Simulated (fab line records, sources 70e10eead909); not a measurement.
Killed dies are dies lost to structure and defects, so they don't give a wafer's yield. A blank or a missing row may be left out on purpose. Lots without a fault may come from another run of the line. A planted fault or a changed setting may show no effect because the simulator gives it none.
Chamber matching | flow nand_harc | NHARC_P_GATE_STRIP_101 on rie_diel-12: 4 sister chambers
The step strips in O2, time 20 s. 20 wafers are shown with their chamber, then 10 later ones without.

WAFERS WITH THEIR CHAMBER
wafer  | chamber | showerhead_plenum_p_Torr (Torr) | drypump_motor_current_A (A) | oes_product_au (a.u.)
L849.2 | 2       | 3.78                            | 6.0                         | 0.999
L849.5 | 2       | 3.78                            | 6.0                         | 1.000
L849.6 | 1       | 3.41                            | 5.4                         | 1.008
L848.1 | 1       | 3.41                            | 5.4                         | 1.002
L848.3 | 3       | 3.66                            | 5.9                         | 1.023
L848.6 | 0       | 3.31                            | 6.1                         | 1.014
L847.1 | 0       | 3.31                            | 6.1                         | 0.992
L847.3 | 2       | 3.78                            | 6.0                         | 0.998
L847.4 | 1       | 3.41                            | 5.4                         | 0.994
L853.2 | 2       | 3.78                            | 6.0                         | 1.012
L853.5 | 2       | 3.78                            | 6.0                         | 0.998
L853.6 | 3       | 3.66                            | 6.0                         | 1.032
L856.2 | 0       | 3.31                            | 6.1                         | 1.001
L856.4 | 3       | 3.66                            | 6.0                         | 1.009
L856.6 | 0       | 3.31                            | 6.1                         | 1.001
L855.1 | 1       | 3.41                            | 5.4                         | 0.996
L855.4 | 3       | 3.66                            | 6.0                         | 1.027
L855.6 | 0       | 3.31                            | 6.1                         | 1.002
L859.1 | 2       | 3.77                            | 6.0                         | 0.988
L859.3 | 1       | 3.41                            | 5.4                         | 0.994

SIGNATURES (means of the wafers above)
reading                  | chamber 0 | chamber 1 | chamber 2 | chamber 3 | scatter within a chamber
showerhead_plenum_p_Torr | 3.3100    | 3.4100    | 3.7783    | 3.6600    | 0.00228
drypump_motor_current_A  | 6.100     | 5.400     | 6.000     | 5.975     | 0.0217
oes_product_au           | 1.00200   | 0.99880   | 0.99917   | 1.02275   | 0.00783
Rule: a wafer's distance from a chamber is the root of the sum, over the readings, of the square of ((its reading less the chamber's mean) divided by the reading's scatter). The wafer belongs to the nearest chamber; if the next one is less than 2 further off, it can't be placed. The scatter: the root of (the sum of the squares of (reading less its chamber's mean) over the shown wafers, divided by (wafers less chambers)).

WAFERS WITHOUT THEIR CHAMBER
wafer  | showerhead_plenum_p_Torr (Torr) | drypump_motor_current_A (A) | oes_product_au (a.u.)
L859.4 | 3.31                            | 6.1                         | 1.002
L860.1 | 3.66                            | 6.0                         | 1.017
L860.3 | 3.41                            | 5.4                         | 1.003
L860.5 | 3.31                            | 6.1                         | 0.989
L858.3 | 3.66                            | 6.0                         | 1.013
L858.5 | 3.77                            | 6.0                         | 0.988
L858.6 | 3.66                            | 5.9                         | 1.009
L866.1 | 3.65                            | 6.0                         | 1.020
L866.3 | 3.30                            | 6.1                         | 1.001
L866.6 | 3.30                            | 6.1                         | 1.003

WHICH CHAMBER EACH WENT THROUGH
wafer  | from the rows above | in truth
L859.4 | 0                   | 0
L860.1 | 3                   | 3
L860.3 | 1                   | 1
L860.5 | 0                   | 0
L858.3 | 3                   | 3
L858.5 | 2                   | 2
L858.6 | 3                   | 3
L866.1 | 3                   | 3
L866.3 | 0                   | 0
L866.6 | 0                   | 0
Placed correctly: 10 of 10. Can't be placed from these rows: 0. Placed wrongly: 0.
